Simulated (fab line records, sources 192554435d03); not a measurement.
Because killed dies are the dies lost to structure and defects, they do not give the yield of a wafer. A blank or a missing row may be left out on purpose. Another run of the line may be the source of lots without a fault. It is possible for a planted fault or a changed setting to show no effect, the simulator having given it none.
Split-lot trial	flow n5_finfet	on a route of 1938 steps: 7 lots, 21 wafers read

== ABOUT THE SPLIT ==
At N5_BEOL_M8_COAT_59 (time 60 s, resist thk 100 nm), the setting spin_rpm was moved away from the recipe's 1500 rpm on 9 of the 21 wafers read, by -10.9% to +10.7%. The other wafers ran this setting at the recipe's value.

== FROM THE SPLIT TO THE READING: what the file shows between them, 4 steps ==
- N5_BEOL_M8_COAT_60: time 60 s, resist thk 35 nm
- N5_BEOL_M8_COAT_05: resist thk 90 nm
- N5_BEOL_M8_DESCUM_16: chemistry O2, time 7.9 s
- N5_BEOL_M8_ETCH_61: etches SiARC in CF4, target depth 45.5 nm, time 75.8 s

== THE READING ==
etch.depth_nm (the simulator's own value, which no gauge read), in nm, at N5_BEOL_M8_ETCH_62 (etches SOC in N2/H2, target depth 110 nm, overetch 22 nm, time 165 s). No usual value for it is given in the file. The 12 wafers here that ran the recipe average 99.96 nm, standard deviation 0.32 nm.

wafer	tool, chamber at the split	spin_rpm as run, rpm	against the recipe	etch.depth_nm, nm	against lot-mates on the recipe
L077.1	litho_track-02, 0	1500	recipe	99.61	-
L077.4	litho_track-02, 0	1500	recipe	100	-
L077.5	litho_track-02, 0	1500	recipe	99.89	-
L081.1	litho_track-02, 0	1500	recipe	99.89	-
L081.3	litho_track-02, 0	1500	recipe	100.2	-
L081.6	litho_track-02, 0	1611	+7.4%	96.62	-3.42
L084.1	litho_track-02, 0	1637	+9.1%	95.97	-4.33
L084.4	litho_track-02, 0	1500	recipe	100.3	-
L084.6	litho_track-02, 0	1637	+9.1%	96.2	-4.10
L083.1	litho_track-02, 0	1393	-7.1%	104	+3.55
L083.2	litho_track-02, 0	1500	recipe	100.5	-
L083.4	litho_track-02, 0	1500	recipe	100.4	-
L089.3	litho_track-05, 0	1661	+10.7%	94.69	-4.79
L089.4	litho_track-05, 0	1500	recipe	99.48	-
L089.5	litho_track-05, 0	1661	+10.7%	94.72	-4.76
L093.1	litho_track-04, 0	1500	recipe	99.96	-
L093.5	litho_track-04, 0	1569	+4.6%	97.77	-2.19
L093.6	litho_track-04, 0	1569	+4.6%	97.67	-2.29
L095.4	litho_track-04, 0	1336	-10.9%	105.6	+5.94
L095.5	litho_track-04, 0	1500	recipe	99.66	-
L095.6	litho_track-04, 0	1500	recipe	99.66	-

THE FIT
A straight line over all 21 wafers: etch.depth_nm changes by -0.487 nm for each +1% of spin_rpm; r = -0.99; the points scatter about the line by 0.34 nm.
The same after taking each lot's own level away (the mean of its wafers on the recipe; 21 wafers): -0.48 nm for each +1%; r = -1.00; scatter 0.21 nm.
The reading moves by 5.3 nm for the largest change in spin_rpm, on that fit.
From 99.480 to 100.450 nm: that is the span of the lots' own levels, equal to 3.1 times the standard deviation above.
So the lot-to-lot level changes the slope little: the two slopes agree.
Check: for one of the wafers moved furthest among these (-10.9%), held out of the fit, the line's prediction against its lot-mates is +5.07 nm. It came out at +5.94 nm against them.

== OTHER SPLITS ON THESE WAFERS ==
These wafers also went through other splits before the reading. Each is held against what the fit with the lots' levels taken away leaves over:
other split on the same wafers	wafers away from the commonest value	r with etch.depth_nm (lot level and that fit taken away)
N5_BEOL_M2_COAT_67 spin_rpm	9	+0.23
N5_BEOL_M2_COAT_76 temp_c	9	+0.03
N5_BEOL_M3_ETCH_70 bias_w	3	-0.28
N5_BEOL_M4_COAT_05 spin_rpm	8	-0.20
N5_BEOL_M4_DESCUM_16 time_s	1	+0.16
N5_BEOL_M5_TRENCH_ETCH_37 time_s	7	+0.17
N5_BEOL_M5_ETCH_41 source_w	9	+0.11
N5_BEOL_M5_SPUTTER_90 time_s	7	-0.38
N5_BEOL_M8_ILD_DEP_00 time_s	6	-0.19

== THE WHOLE CHAIN: every reading that the file lists as answering this split, in the file's order ==
step	what it does	reading	change (the file's fit)	r (the file's)
N5_BEOL_M8_COAT_59	time 60 s, resist thk 100 nm	SOC_of_BEOL_M8_COAT_59.thk_nm (the simulator's own value, which no gauge read)	-0.481 nm for each +1% of the setting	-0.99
N5_BEOL_M8_ETCH_62	etches SOC in N2/H2, target depth 110 nm, overetch 22 nm, time 165 s	etch.depth_nm (the simulator's own value, which no gauge read)	-0.485 nm for each +1% of the setting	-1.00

== THE FILE'S OWN FIT ==
etch.depth_nm changes by -0.485 nm for each +1% of spin_rpm, r = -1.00.
